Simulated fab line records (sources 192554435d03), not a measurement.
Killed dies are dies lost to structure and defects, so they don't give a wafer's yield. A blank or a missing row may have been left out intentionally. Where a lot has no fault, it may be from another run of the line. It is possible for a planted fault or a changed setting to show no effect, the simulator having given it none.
What tool caused it? :: flow n5-finfet :: 72 wafers from 24 lots sampled at 4 of the route's 1938 steps

WHAT EACH GAUGE READ, for each wafer
N5_BEOL_M15_CD_MEAS_10: the cd target is 360 nm.
lot: L074
measured: day 11 19:26
on: cd-sem-03
cd-nm (nm): 358.5 361.8 358.8

lot: L076
measured: day 12 08:14
on: cd-sem-03
cd-nm (nm): 358.9 360.0 358.1

lot: L075
measured: day 12 11:14
on: cd-sem-03
cd-nm (nm): 360.5 359.6 363.1

lot: L077
measured: day 13 04:00
on: cd-sem-03
cd-nm (nm): 359.7 358.5 360.7

lot: L078
measured: day 13 09:16
on: cd-sem-03
cd-nm (nm): 359.1 360.4 362.9

lot: L079
measured: day 13 13:10
on: cd-sem-02
cd-nm (nm): 362.9 359.8 361.7

lot: L080
measured: day 13 14:38
on: cd-sem-02
cd-nm (nm): 360.7 361.8 359.1

lot: L082
measured: day 14 02:14
on: cd-sem-02
cd-nm (nm): 358.3 363.1 359.5

lot: L081
measured: day 14 03:00
on: cd-sem-01
cd-nm (nm): 358.1 360.0 359.3

lot: L083
measured: day 14 04:39
on: cd-sem-01
cd-nm (nm): 361.0 361.3 360.6

lot: L084
measured: day 14 05:23
on: cd-sem-02
cd-nm (nm): 364.6 359.5 362.5

lot: L085
measured: day 14 18:02
on: cd-sem-01
cd-nm (nm): 363.7 363.0 362.2

lot: L087
measured: day 14 21:10
on: cd-sem-03
cd-nm (nm): 356.2 360.7 356.7

lot: L086
measured: day 15 03:56
on: cd-sem-01
cd-nm (nm): 359.9 358.5 357.4

lot: L089
measured: day 15 17:20
on: cd-sem-03
cd-nm (nm): 358.6 359.8 357.2

lot: L088
measured: day 15 17:52
on: cd-sem-03
cd-nm (nm): 364.5 362.2 364.6

lot: L090
measured: day 15 18:07
on: cd-sem-03
cd-nm (nm): 360.8 364.4 365.4

lot: L092
measured: day 16 09:08
on: cd-sem-02
cd-nm (nm): 356.7 356.9 358.7

lot: L093
measured: day 16 13:36
on: cd-sem-02
cd-nm (nm): 360.4 360.0 356.6

lot: L091
measured: day 17 02:02
on: cd-sem-03
cd-nm (nm): 362.5 363.3 360.2

lot: L096
measured: day 17 05:04
on: cd-sem-03
cd-nm (nm): 365.3 361.7 362.4

lot: L094
measured: day 17 06:08
on: cd-sem-03
cd-nm (nm): 362.8 363.1 361.3

lot: L095
measured: day 17 10:34
on: cd-sem-02
cd-nm (nm): 360.1 359.2 359.8

lot: L097
measured: day 17 22:23
on: cd-sem-03
cd-nm (nm): 362.1 365.5 365.4

N5_BEOL_M15_OVL_MEAS_11.
lot: L074
measured: day 11 19:28
on: overlay-01
V14_OVL (nm): 4 4 -2

lot: L076
measured: day 12 08:16
on: overlay-02
V14_OVL (nm): -5 3 0

lot: L075
measured: day 12 11:16
on: overlay-02
V14_OVL (nm): -4 -5 -13

lot: L077
measured: day 13 04:01
on: overlay-01
V14_OVL (nm): 2 0 5

lot: L078
measured: day 13 09:18
on: overlay-02
V14_OVL (nm): 1 -7 2

lot: L079
measured: day 13 13:11
on: overlay-01
V14_OVL (nm): -6 -4 -5

lot: L080
measured: day 13 14:39
on: overlay-02
V14_OVL (nm): -6 -12 -5

lot: L082
measured: day 14 02:16
on: overlay-01
V14_OVL (nm): -2 -11 0

lot: L081
measured: day 14 03:02
on: overlay-02
V14_OVL (nm): -3 -4 -4

lot: L083
measured: day 14 04:41
on: overlay-02
V14_OVL (nm): -7 -4 -9

lot: L084
measured: day 14 05:25
on: overlay-02
V14_OVL (nm): -1 8 1

lot: L085
measured: day 14 18:04
on: overlay-02
V14_OVL (nm): 2 4 5

lot: L087
measured: day 14 21:12
on: overlay-01
V14_OVL (nm): 1 -2 -1

lot: L086
measured: day 15 03:58
on: overlay-01
V14_OVL (nm): 9 4 12

lot: L089
measured: day 15 17:22
on: overlay-02
V14_OVL (nm): 8 -6 -3

lot: L088
measured: day 15 17:54
on: overlay-02
V14_OVL (nm): -2 1 5

lot: L090
measured: day 15 18:08
on: overlay-02
V14_OVL (nm): 7 17 11

lot: L092
measured: day 16 09:10
on: overlay-01
V14_OVL (nm): -4 -2 -2

lot: L093
measured: day 16 13:38
on: overlay-02
V14_OVL (nm): 3 -1 5

lot: L091
measured: day 17 02:04
on: overlay-01
V14_OVL (nm): 7 0 -1

lot: L096
measured: day 17 05:06
on: overlay-02
V14_OVL (nm): 3 -4 4

lot: L094
measured: day 17 06:10
on: overlay-01
V14_OVL (nm): 0 -2 -6

lot: L095
measured: day 17 10:36
on: overlay-01
V14_OVL (nm): 8 3 7

lot: L097
measured: day 17 22:25
on: overlay-01
V14_OVL (nm): -9 -1 -6

N5_BEOL_M15_CD_MEAS_28: the cd target is 407.6 nm.
lot: L074
measured: day 11 21:20
on: cd-sem-02
cd-nm (nm): 406.0 406.1 404.0

lot: L076
measured: day 12 09:42
on: cd-sem-01
cd-nm (nm): 408.4 406.2 406.5

lot: L075
measured: day 12 13:11
on: cd-sem-01
cd-nm (nm): 408.7 410.1 411.2

lot: L077
measured: day 13 05:44
on: cd-sem-01
cd-nm (nm): 404.5 409.2 412.0

lot: L078
measured: day 13 10:52
on: cd-sem-01
cd-nm (nm): 406.1 403.1 408.7

lot: L079
measured: day 13 14:47
on: cd-sem-01
cd-nm (nm): 412.3 405.7 406.4

lot: L080
measured: day 13 16:19
on: cd-sem-03
cd-nm (nm): 406.3 407.7 409.5

lot: L082
measured: day 14 03:50
on: cd-sem-01
cd-nm (nm): 406.9 410.9 411.0

lot: L081
measured: day 14 04:29
on: cd-sem-02
cd-nm (nm): 409.7 411.4 409.2

lot: L083
measured: day 14 06:06
on: cd-sem-01
cd-nm (nm): 406.1 409.4 406.1

lot: L084
measured: day 14 06:58
on: cd-sem-01
cd-nm (nm): 408.4 407.9 410.0

lot: L085
measured: day 14 19:47
on: cd-sem-02
cd-nm (nm): 410.2 409.4 408.4

lot: L087
measured: day 14 22:52
on: cd-sem-01
cd-nm (nm): 407.0 405.4 407.8

lot: L086
measured: day 15 05:44
on: cd-sem-03
cd-nm (nm): 413.1 412.0 409.8

lot: L089
measured: day 15 19:13
on: cd-sem-02
cd-nm (nm): 404.7 405.1 406.2

lot: L088
measured: day 15 19:49
on: cd-sem-03
cd-nm (nm): 409.4 404.7 409.1

lot: L090
measured: day 15 20:18
on: cd-sem-01
cd-nm (nm): 408.7 410.7 409.4

lot: L092
measured: day 16 10:43
on: cd-sem-02
cd-nm (nm): 407.1 404.9 407.1

lot: L093
measured: day 16 15:11
on: cd-sem-03
cd-nm (nm): 403.4 403.5 404.6

lot: L091
measured: day 17 03:37
on: cd-sem-02
cd-nm (nm): 409.4 407.2 408.3

lot: L096
measured: day 17 06:39
on: cd-sem-01
cd-nm (nm): 408.9 410.2 409.9

lot: L094
measured: day 17 08:26
on: cd-sem-03
cd-nm (nm): 410.7 410.0 407.6

lot: L095
measured: day 17 12:04
on: cd-sem-02
cd-nm (nm): 409.7 408.6 408.4

lot: L097
measured: day 17 23:58
on: cd-sem-01
cd-nm (nm): 406.7 408.5 410.2

TOOL THAT RAN EACH LOT (tool first, then ch and the chambers of the sampled wafers, then the start)
lot: L074
N5_BEOL_M15_VIA_ETCH_16: rie-diel-03 ch 0,3, day 11 19:52

lot: L076
N5_BEOL_M15_VIA_ETCH_16: rie-diel-03 ch 1,2,3, day 12 08:25

lot: L075
N5_BEOL_M15_VIA_ETCH_16: rie-diel-03 ch 0,1,3, day 12 11:53

lot: L077
N5_BEOL_M15_VIA_ETCH_16: rie-diel-03 ch 0,2,3, day 13 04:20

lot: L078
N5_BEOL_M15_VIA_ETCH_16: rie-diel-06 ch 1,2, day 13 09:26

lot: L079
N5_BEOL_M15_VIA_ETCH_16: rie-diel-04 ch 1,3, day 13 13:20

lot: L080
N5_BEOL_M15_VIA_ETCH_16: rie-diel-06 ch 0,1,3, day 13 14:48

lot: L082
N5_BEOL_M15_VIA_ETCH_16: rie-diel-03 ch 1,3, day 14 02:25

lot: L081
N5_BEOL_M15_VIA_ETCH_16: rie-diel-03 ch 1,3, day 14 03:10

lot: L083
N5_BEOL_M15_VIA_ETCH_16: rie-diel-04 ch 0,1, day 14 04:49

lot: L084
N5_BEOL_M15_VIA_ETCH_16: rie-diel-03 ch 0,3, day 14 05:34

lot: L085
N5_BEOL_M15_VIA_ETCH_16: rie-diel-04 ch 0,1,2, day 14 18:13

lot: L087
N5_BEOL_M15_VIA_ETCH_16: rie-diel-04 ch 1,3, day 14 21:28

lot: L086
N5_BEOL_M15_VIA_ETCH_16: rie-diel-03 ch 0,1, day 15 04:11

lot: L089
N5_BEOL_M15_VIA_ETCH_16: rie-diel-04 ch 2,3, day 15 17:55

lot: L088
N5_BEOL_M15_VIA_ETCH_16: rie-diel-03 ch 0,1, day 15 18:07

lot: L090
N5_BEOL_M15_VIA_ETCH_16: rie-diel-04 ch 0,2,3, day 15 18:29

lot: L092
N5_BEOL_M15_VIA_ETCH_16: rie-diel-06 ch 0,1,3, day 16 09:18

lot: L093
N5_BEOL_M15_VIA_ETCH_16: rie-diel-04 ch 1,2, day 16 13:47

lot: L091
N5_BEOL_M15_VIA_ETCH_16: rie-diel-03 ch 0,1, day 17 02:12

lot: L096
N5_BEOL_M15_VIA_ETCH_16: rie-diel-04 ch 1,2, day 17 05:14

lot: L094
N5_BEOL_M15_VIA_ETCH_16: rie-diel-03 ch 0,3, day 17 06:57

lot: L095
N5_BEOL_M15_VIA_ETCH_16: rie-diel-06 ch 0,3, day 17 10:45

lot: L097
N5_BEOL_M15_VIA_ETCH_16: rie-diel-06 ch 0,1, day 17 22:34
- N5_BEOL_M15_VIA_ETCH_16: etches SiO2 in C4F8/O2/Ar, target depth 1792.2 nm.

AS READ BY THE TOOLS THEMSELVES (means over the sampled wafers that have a number; for cases with no such wafer, the mark the record gives instead)
N5_BEOL_M15_VIA_ETCH_16.
lot: L074
tool: rie-diel-03
drypump-motor-current-A (A): 6.0
oes-product-au (a.u.): 0.73
rf-vpp-V (V): 2254
showerhead-plenum-p-Torr (Torr): 3.48
throttle-valve-pct (%): 31.27

lot: L076
tool: rie-diel-03
drypump-motor-current-A (A): 5.7
oes-product-au (a.u.): 0.77
rf-vpp-V (V): 2274
showerhead-plenum-p-Torr (Torr): 3.51
throttle-valve-pct (%): 30.96

lot: L075
tool: rie-diel-03
drypump-motor-current-A (A): 5.6
oes-product-au (a.u.): 0.72
rf-vpp-V (V): 2311
showerhead-plenum-p-Torr (Torr): 3.53
throttle-valve-pct (%): 31.16

lot: L077
tool: rie-diel-03
drypump-motor-current-A (A): 5.6
oes-product-au (a.u.): 0.73
rf-vpp-V (V): 2268
showerhead-plenum-p-Torr (Torr): 3.44
throttle-valve-pct (%): 31.00

lot: L078
tool: rie-diel-06
drypump-motor-current-A (A): 5.8
oes-product-au (a.u.): 0.73
rf-vpp-V (V): 2301
showerhead-plenum-p-Torr (Torr): 3.37
throttle-valve-pct (%): 30.78

lot: L079
tool: rie-diel-04
drypump-motor-current-A (A): 5.2
oes-product-au (a.u.): 0.66
rf-vpp-V (V): 2163
showerhead-plenum-p-Torr (Torr): 3.37
throttle-valve-pct (%): 30.84

lot: L080
tool: rie-diel-06
drypump-motor-current-A (A): 5.7
oes-product-au (a.u.): 0.69
rf-vpp-V (V): 2274
showerhead-plenum-p-Torr (Torr): 3.39
throttle-valve-pct (%): 30.85

lot: L082
tool: rie-diel-03
drypump-motor-current-A (A): 5.7
oes-product-au (a.u.): 0.76
rf-vpp-V (V): 2315
showerhead-plenum-p-Torr (Torr): 3.59
throttle-valve-pct (%): 31.13

lot: L081
tool: rie-diel-03
drypump-motor-current-A (A): 6.1
oes-product-au (a.u.): 0.76
rf-vpp-V (V): 2259
showerhead-plenum-p-Torr (Torr): 3.54
throttle-valve-pct (%): 31.26

lot: L083
tool: rie-diel-04
drypump-motor-current-A (A): 5.7
oes-product-au (a.u.): 0.61
rf-vpp-V (V): 2161
showerhead-plenum-p-Torr (Torr): 3.38
throttle-valve-pct (%): 30.91

lot: L084
tool: rie-diel-03
drypump-motor-current-A (A): 5.5
oes-product-au (a.u.): 0.67
rf-vpp-V (V): 2306
showerhead-plenum-p-Torr (Torr): 3.45
throttle-valve-pct (%): 31.22

lot: L085
tool: rie-diel-04
drypump-motor-current-A (A): 5.6
oes-product-au (a.u.): 0.70
rf-vpp-V (V): 2163
showerhead-plenum-p-Torr (Torr): 3.48
throttle-valve-pct (%): 31.06

lot: L087
tool: rie-diel-04
drypump-motor-current-A (A): 5.2
oes-product-au (a.u.): 0.65
rf-vpp-V (V): 2163
showerhead-plenum-p-Torr (Torr): 3.37
throttle-valve-pct (%): 30.84

lot: L086
tool: rie-diel-03
drypump-motor-current-A (A): 5.2
oes-product-au (a.u.): 0.66
rf-vpp-V (V): 2363
showerhead-plenum-p-Torr (Torr): 3.49
throttle-valve-pct (%): 31.08

lot: L089
tool: rie-diel-04
drypump-motor-current-A (A): 5.4
oes-product-au (a.u.): 0.75
rf-vpp-V (V): 2163
showerhead-plenum-p-Torr (Torr): 3.44
throttle-valve-pct (%): 31.07

lot: L088
tool: rie-diel-03
drypump-motor-current-A (A): 5.3
oes-product-au (a.u.): 0.69
rf-vpp-V (V): 2367
showerhead-plenum-p-Torr (Torr): 3.55
throttle-valve-pct (%): 31.07

lot: L090
tool: rie-diel-04
drypump-motor-current-A (A): 5.6
oes-product-au (a.u.): 0.72
rf-vpp-V (V): 2161
showerhead-plenum-p-Torr (Torr): 3.45
throttle-valve-pct (%): 31.10

lot: L092
tool: rie-diel-06
drypump-motor-current-A (A): 5.7
oes-product-au (a.u.): 0.68
rf-vpp-V (V): 2272
showerhead-plenum-p-Torr (Torr): 3.39
throttle-valve-pct (%): 30.86

lot: L093
tool: rie-diel-04
drypump-motor-current-A (A): 5.4
oes-product-au (a.u.): 0.86
rf-vpp-V (V): 2164
showerhead-plenum-p-Torr (Torr): 3.47
throttle-valve-pct (%): 30.88

lot: L091
tool: rie-diel-03
drypump-motor-current-A (A): 5.2
oes-product-au (a.u.): 0.64
rf-vpp-V (V): 2363
showerhead-plenum-p-Torr (Torr): 3.48
throttle-valve-pct (%): 31.11

lot: L096
tool: rie-diel-04
drypump-motor-current-A (A): 5.6
oes-product-au (a.u.): 0.82
rf-vpp-V (V): 2164
showerhead-plenum-p-Torr (Torr): 3.55
throttle-valve-pct (%): 31.14

lot: L094
tool: rie-diel-03
drypump-motor-current-A (A): 5.9
oes-product-au (a.u.): 0.68
rf-vpp-V (V): 2251
showerhead-plenum-p-Torr (Torr): 3.45
throttle-valve-pct (%): 31.32

lot: L095
tool: rie-diel-06
drypump-motor-current-A (A): 5.9
oes-product-au (a.u.): 0.70
rf-vpp-V (V): 2238
showerhead-plenum-p-Torr (Torr): 3.43
throttle-valve-pct (%): 30.98

lot: L097
tool: rie-diel-06
drypump-motor-current-A (A): 5.5
oes-product-au (a.u.): 0.64
rf-vpp-V (V): 2306
showerhead-plenum-p-Torr (Torr): 3.33
throttle-valve-pct (%): 30.78

THE ANSWER, worked out from the rows above alone
Rule: what is usual is taken from the lots themselves. The widest of any qualifying gaps counts: lots, ordered by their means at a reading, are off when they make up no more than a third of the lots, leave a main group of 4 or more, and stand apart from it by 3 or more times the standard deviation of that group's means. Not used: any main group whose means are identical at the precision the tables above print for the reading. A lot without any number at a reading at which 4 lots or more have one is off too. All remaining lots with rows at the step are treated as sound. After the gauges, taken in route order, come the tools' own readings; for these a lot's mean is taken, as printed above. At the first step where some lot is off, the reading lying furthest off is the one used; lots without a number count as furthest.
Nothing can be told from this: no lot is off at any reading shown.

WHAT WAS PUT IN BY THE SIMULATOR
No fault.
